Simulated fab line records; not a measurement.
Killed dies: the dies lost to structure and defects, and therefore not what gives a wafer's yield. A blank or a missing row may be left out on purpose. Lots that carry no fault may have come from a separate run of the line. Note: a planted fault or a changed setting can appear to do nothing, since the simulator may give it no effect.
Which tool did it? | flow nandHarc | 11 lots with 33 wafers sampled at 2 steps, on a route of 1302 steps

## WHAT EACH GAUGE READ, for each wafer
NHARC_A_CHANNEL_HOLE_D2_INSPECT_40.
lot  | measured     | on               | rawDefectCount
L830 | day 13 06:11 | defectInspect-02 | 301 275 350
L829 | day 14 06:53 | defectInspect-02 | 258 218 267
L834 | day 15 04:56 | defectInspect-02 | 308 411 352
L835 | day 15 20:06 | defectInspect-01 | 228 200 286
L839 | day 18 00:04 | defectInspect-01 | 316 432 275
L840 | day 18 10:16 | defectInspect-01 | 389 297 251
L846 | day 20 20:31 | defectInspect-01 | 1181 1138 1128 1174 1129 1126
L845 | day 20 20:41 | defectInspect-02 | 299 285 356
L847 | day 21 00:38 | defectInspect-01 | 1058 1036 1031 1041 1035 1030
L850 | day 22 06:52 | defectInspect-01 | 235 310 236
L851 | day 22 15:50 | defectInspect-02 | 199 286 240

## TOOL THAT RAN EACH LOT (tool first, then ch and the chambers of the sampled wafers, then the start)
lot  | NHARC_A_CHANNEL_HOLE_D2_ETCH_27
L830 | harEtch-02 ch 0,1, day 13 04:31
L829 | harEtch-01 ch 0,1, day 14 05:13
L834 | harEtch-02 ch 0,1, day 15 03:12
L835 | harEtch-01 ch 0, day 15 18:24
L839 | harEtch-01 ch 0,1, day 17 22:25
L840 | harEtch-02 ch 0,1, day 18 08:32
L846 | harEtch-02 ch 0,1, day 20 18:50
L845 | harEtch-01 ch 0,1, day 20 19:00
L847 | harEtch-02 ch 0,1, day 20 22:55
L850 | harEtch-01 ch 0,1, day 22 05:07
L851 | harEtch-01 ch 0,1, day 22 14:06
- NHARC_A_CHANNEL_HOLE_D2_ETCH_27: etches the open film in C4F8/O2/Ar, time 90 s, target depth 400 nm.

## THE ANSWER, worked out from the rows above alone
Rule: the lots themselves supply what counts as usual. The widest of any qualifying gaps counts: lots, ordered by their means at a reading, are off when they make up no more than a third of the lots, leave a main group of 4 or more, and stand apart from it by 3 or more times the standard deviation of that group's means. A main group is skipped when, at the precision printed for the reading in the tables above, its means are all equal. Also off: a lot with no number at a reading for which 4 or more lots have one. Where the step has rows for the other lots, those lots are counted as sound.
Off: L846, L847 (NHARC_A_CHANNEL_HOLE_D2_INSPECT_40, rawDefectCount). Mean 291 and standard deviation 42 in the main group.
If a tool, at a process step before that reading, ran all the lots that are off and no sound lot after the first of them, it fits. Those tools and the gauges at NHARC_A_CHANNEL_HOLE_D2_INSPECT_40 are tried in the same way. One candidate fits, namely harEtch-02 at NHARC_A_CHANNEL_HOLE_D2_ETCH_27. A fault onset in the window from L840 (day 18 08:32, its last sound lot) to L846 (day 20 18:50, its first lot off) fits.

## WHAT THE SIMULATOR HAD INSERTED
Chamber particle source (harEtch-02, NHARC_A_CHANNEL_HOLE_D2_ETCH_27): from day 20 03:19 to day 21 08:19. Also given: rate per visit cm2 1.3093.
Shown lots that were struck: L846, L847. The rule above found the same.
